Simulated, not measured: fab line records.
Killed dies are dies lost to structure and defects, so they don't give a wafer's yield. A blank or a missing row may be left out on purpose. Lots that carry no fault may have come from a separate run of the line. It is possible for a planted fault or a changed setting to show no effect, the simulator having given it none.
Matching of chambers -- flow n5_finfet -- N5_BEOL_M2_PRE_CLEAN_60 on cvd_co-01 has 3 sister chambers
The step time 15 s. 3 wafers are shown with their chamber, then 12 later ones without.

EACH WAFER AND ITS CHAMBER
wafer,chamber,heater_power_w (W)
L087.6,1,40
L089.3,0,144
L089.5,2,50

WAFERS WITH NO CHAMBER GIVEN
wafer,heater_power_w (W)
L090.2,40
L090.3,51
L090.6,51
L092.1,144
L092.2,41
L092.6,40
L091.1,52
L091.3,146
L091.6,147
L095.4,40
L095.5,53
L095.6,140

THE CHAMBER EACH PASSED THROUGH
wafer,from the rows above,in truth
L090.2,1,1
L090.3,2,2
L090.6,2,2
L092.1,0,0
L092.2,1,1
L092.6,1,1
L091.1,2,2
L091.3,0,0
L091.6,0,0
L095.4,1,1
L095.5,2,2
L095.6,0,0
12 of 12 placed correctly. Left unplaced by these rows: 0. 0 placed wrongly.
How it was worked out, from the rows above alone: a wafer's distance from a chamber is the root of the sum, over the readings, of the square of ((its reading less the chamber's mean) divided by the reading's scatter). The wafer belongs to the nearest chamber; if the next one is less than 2 further off, it can't be placed. For every chamber, the mean is computed from those of its wafers that are shown. The scatter: with one shown wafer a chamber, the root of the mean of the squares of how far each hidden wafer lies from its nearest shown one.
